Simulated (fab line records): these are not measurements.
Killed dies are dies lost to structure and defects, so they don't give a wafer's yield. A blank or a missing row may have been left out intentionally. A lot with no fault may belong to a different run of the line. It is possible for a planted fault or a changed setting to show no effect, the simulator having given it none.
Which tool is to blame? | flow nand-harc | 13 lots with 39 wafers sampled at 5 steps, on a route of 1302 steps

WHAT EACH GAUGE READ, for each wafer
NHARC_A_BONDPAD_CD_MEAS_13. Usual: cd-nm reads 499.5 nm (standard deviation 2.1).
lot  | measured     | on        | cd-nm (nm)        | flag
L168 | day 23 07:59 | cd-sem-01 | 497.8 496.9 498.7 |
L169 | day 23 11:02 | cd-sem-02 | 496.6 499.0 497.7 |
L171 | day 24 03:50 | cd-sem-02 | 502.2 498.5 496.7 |
L172 | day 24 05:41 | cd-sem-03 | 501.4 505.1 501.4 |
L176 | day 25 21:59 | cd-sem-02 | 499.8 498.5 497.6 |
L178 | day 27 06:46 | cd-sem-03 | 498.3 502.0 500.1 |
L182 | day 29 06:18 | cd-sem-03 | 499.0 496.9 498.2 |
L181 | day 29 11:29 | cd-sem-02 | 499.5 498.2 498.7 |
L184 | day 30 02:28 | cd-sem-02 | 499.9 496.8 499.3 |
L187 | day 30 14:53 | cd-sem-01 | 497.4 500.5 497.2 |
L189 | day 32 06:46 | cd-sem-02 | 500.8 502.5 500.8 |
L191 | day 32 21:19 | cd-sem-02 | 500.6 496.3 501.4 |
L190 | day 33 13:48 | cd-sem-02 | 501.0 499.1 496.0 |

NHARC_THIN_TSV_THK_MEAS_02: measures by ir. Usual: thk-nm reads 2965 nm (standard deviation 240).
lot  | measured     | on            | thk-nm (nm)    | flag
L168 | day 23 23:40 | film-metro-01 | 2749 2764 2880 |
L169 | day 24 00:52 | film-metro-01 | 3126 3510 3106 |
L171 | day 24 17:02 | film-metro-01 | 2563 2465 2768 |
L172 | day 24 18:15 | film-metro-01 | 3012 3049 3156 |
L176 | day 26 13:34 | film-metro-01 | 3093 3294 3096 |
L178 | day 27 19:56 | film-metro-01 | 2729 2574 2604 |
L181 | day 30 03:35 | film-metro-01 | 2787 2958 2912 |
L187 | day 31 03:46 | film-metro-01 | 2974 3297 2750 |
L189 | day 32 22:17 | film-metro-01 | 3026 2957 2960 |
L191 | day 33 10:46 | film-metro-01 | 2743 2874 2553 |
L190 | day 34 05:29 | film-metro-02 | 2368 2378 3081 |

NHARC_END_SORT_01. Usual: defect-limited-yield 91.8 %, standard deviation 2.8; killed-at-array 51, standard deviation 18; killed-at-other 1.0, standard deviation 1.2; killed-at-periphery 3.7, standard deviation 2.9; killed-dies 55, standard deviation 19; killed-open 3.5, standard deviation 1.9; killed-short 2.6, standard deviation 1.6; sort_bin_2_pct 2.9 %, standard deviation 1.3; sort_bin_3_pct 0.6 %, standard deviation 0.38; sort_bin_4_pct 4.6 %, standard deviation 1.5; sort-n-pass 622, standard deviation 19; sort-rim-yield-pct 94 %, standard deviation 3.2; sort-yield-pct 91.8 %, standard deviation 2.8.
lot  | measured     | on        | defect-limited-yield (%) | killed-at-array | killed-at-other | killed-at-periphery | killed-dies | killed-open | killed-short | sort_bin_2_pct (%) | sort_bin_3_pct (%) | sort_bin_4_pct (%) | sort-n-pass | sort-rim-yield-pct (%) | sort-yield-pct (%) | flag
L171 | day 25 10:13 | prober-02 | 90.4 90.1 91.6           | 60 64 55        | 2 2 2           | 3 1 0               | 65 67 57    | 4 2 1       | 3 2 2        | 3.2 3.0 3.1        | 0.6 1.2 0.4        | 5.8 5.8 4.9        | 612 610 620 | 92 99 92               | 90.4 90.1 91.6     |
L172 | day 25 09:26 | prober-01 | 96.6 96.0 96.5           | 18 26 21        | 3 0 1           | 2 1 2               | 23 27 24    | 4 9 10      | 2 2 1        | 0.9 1.5 1.5        | 0.1 0.1 0.4        | 2.4 2.4 1.6        | 654 650 653 | 95 96 93               | 96.6 96.0 96.5     |
L182 | day 30 12:57 | prober-02 | 0 0 0                    | 665 662 670     | 2 1 0           | 10 14 7             | 677 677 677 | 1 5 1       | 5 3 3        | 92.9 92.8 93.4     | 0.4 0.9 0.3        | 6.6 6.4 6.4        | 0 0 0       | 0 0 0                  | 0 0 0              | OFF
L181 | day 30 21:21 | prober-01 | 89.2 91.9 88.9           | 65 45 62        | 3 2 0           | 5 8 13              | 73 55 75    | 4 2 5       | 4 0 4        | 3.4 2.5 3.1        | 0.7 0.4 0.7        | 6.6 5.2 7.2        | 604 622 602 | 92 96 94               | 89.2 91.9 88.9     |
L184 | day 31 10:37 | prober-01 | 0 0 0                    | 667 670 672     | 2 1 0           | 8 6 5               | 677 677 677 | 5 6 2       | 6 3 4        | 94.1 92.5 93.9     | 1.3 1.0 0.4        | 4.6 6.5 5.6        | 0 0 0       | 0 0 0                  | 0 0 0              | OFF
L187 | day 31 20:42 | prober-02 | 91.3 89.7 94.5           | 51 66 33        | 3 4 3           | 5 0 1               | 59 70 37    | 6 1 3       | 7 3 4        | 2.5 3.2 2.1        | 0.4 0.6 0.6        | 5.8 6.5 2.8        | 618 607 640 | 93 96 89               | 91.3 89.7 94.5     |
L189 | day 33 15:25 | prober-01 | 93.4 95.4 90.3           | 39 27 62        | 1 1 3           | 5 3 1               | 45 31 66    | 7 6 4       | 4 1 3        | 2.2 1.8 4.0        | 0.7 0 0.9          | 3.7 2.8 4.9        | 632 646 611 | 89 90 95               | 93.4 95.4 90.3     |

EACH LOT AND THE TOOL THAT RAN IT (in order: tool; ch and the chambers of the sampled wafers; start)
lot  | NHARC_A_BONDPAD_PVD_27       | NHARC_THIN_TSV_STRIP_62
L168 | pvd-sputter-03, day 23 08:53 | plasma-asher-01 ch 0,1, day 24 03:19
L169 | pvd-sputter-02, day 23 11:55 | plasma-asher-02 ch 0,1, day 24 04:35
L171 | pvd-sputter-02, day 24 04:41 | plasma-asher-02 ch 1, day 24 20:44
L172 | pvd-sputter-03, day 24 06:33 | plasma-asher-01 ch 0,1, day 24 21:58
L176 | pvd-sputter-03, day 25 22:53 | plasma-asher-01 ch 0,1, day 26 17:35
L178 | pvd-sputter-01, day 27 07:37 | plasma-asher-02 ch 0, day 27 23:31
L182 | pvd-sputter-02, day 29 07:10 | -
L181 | pvd-sputter-01, day 29 12:21 | plasma-asher-02 ch 0,1, day 30 07:26
L184 | pvd-sputter-02, day 30 03:19 | -
L187 | pvd-sputter-01, day 30 15:46 | plasma-asher-02 ch 0,1, day 31 07:25
L189 | pvd-sputter-03, day 32 07:37 | plasma-asher-02 ch 0,1, day 33 02:11
L191 | pvd-sputter-02, day 32 22:10 | plasma-asher-01 ch 0,1, day 33 14:30
L190 | pvd-sputter-01, day 33 14:38 | plasma-asher-02 ch 0,1, day 34 09:19
- NHARC_A_BONDPAD_PVD_27: deposits Cu, target thk 30 nm, time 20.49 s.
- NHARC_THIN_TSV_STRIP_62: strips in N2/H2, time 20 s.

AS READ BY THE TOOLS THEMSELVES (means over the sampled wafers that have a number; for cases with no such wafer, the mark the record gives instead)
NHARC_A_BONDPAD_PVD_27. Usual: throttle-valve-pct reads 29.9 % (standard deviation 1).
lot  | tool           | throttle-valve-pct (%) | flag
L168 | pvd-sputter-03 | 30.7                   |
L169 | pvd-sputter-02 | 30.2                   |
L171 | pvd-sputter-02 | 31.1                   |
L172 | pvd-sputter-03 | 29.9                   |
L176 | pvd-sputter-03 | 30.5                   |
L178 | pvd-sputter-01 | 28.5                   |
L182 | pvd-sputter-02 | 30.7                   |
L181 | pvd-sputter-01 | 28.5                   |
L184 | pvd-sputter-02 | 31.3                   |
L187 | pvd-sputter-01 | 28.8                   |
L189 | pvd-sputter-03 | 30.5                   |
L191 | pvd-sputter-02 | 30.6                   |
L190 | pvd-sputter-01 | 29.0                   |

NHARC_THIN_TSV_STRIP_62. Usual: drypump-motor-current-A 5.4 A, standard deviation 0.56; heater-power-w 374 W, standard deviation 25.
lot  | tool            | drypump-motor-current-A (A) | heater-power-w (W) | flag
L168 | plasma-asher-01 | 6.1                         | 356                |
L169 | plasma-asher-02 | 5.1                         | 382                |
L171 | plasma-asher-02 | 4.8                         | 369                |
L172 | plasma-asher-01 | 6.2                         | 351                |
L176 | plasma-asher-01 | 6.1                         | 353                |
L178 | plasma-asher-02 | 5.2                         | 416                |
L181 | plasma-asher-02 | 5.1                         | 391                |
L187 | plasma-asher-02 | 4.9                         | 376                |
L189 | plasma-asher-02 | 5.1                         | 395                |
L191 | plasma-asher-01 | 6.1                         | 361                |
L190 | plasma-asher-02 | 4.9                         | 380                |

THE ANSWER, worked out from the rows above alone
Rule: take the mean of a lot's wafers that have a number; if it is more than 3 standard deviations from the usual mean, the lot is off. A lot without any number at a reading at which 4 lots or more have one is off too. All remaining lots with rows at the step are treated as sound. First the gauges in route order, then the tools' own readings, where a lot's mean is used as printed above. At the first step where some lot is off, the reading lying furthest off is the one used; lots without a number count as furthest.
Off: L182, L184, at NHARC_END_SORT_01 (sort_bin_2_pct). Neither off nor sound, because the step has no rows for them: L168, L169, L176, L178, L191, L190.
A tool fits if, at a process step before that reading, it ran every lot that is off, and no sound lot after the first of them. The gauges at NHARC_END_SORT_01 are tried like those tools. One fits: pvd-sputter-02 at NHARC_A_BONDPAD_PVD_27. Its last sound lot is L171 (day 24 04:41), its first lot that is off L182 (day 29 07:10): a fault that began between those two fits.

WHAT WAS PUT IN BY THE SIMULATOR
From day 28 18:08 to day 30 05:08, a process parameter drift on pvd-sputter-02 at NHARC_A_BONDPAD_PVD_27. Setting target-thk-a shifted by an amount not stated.
Shown lots that were struck: L182, L184. The same result came from the rule above.
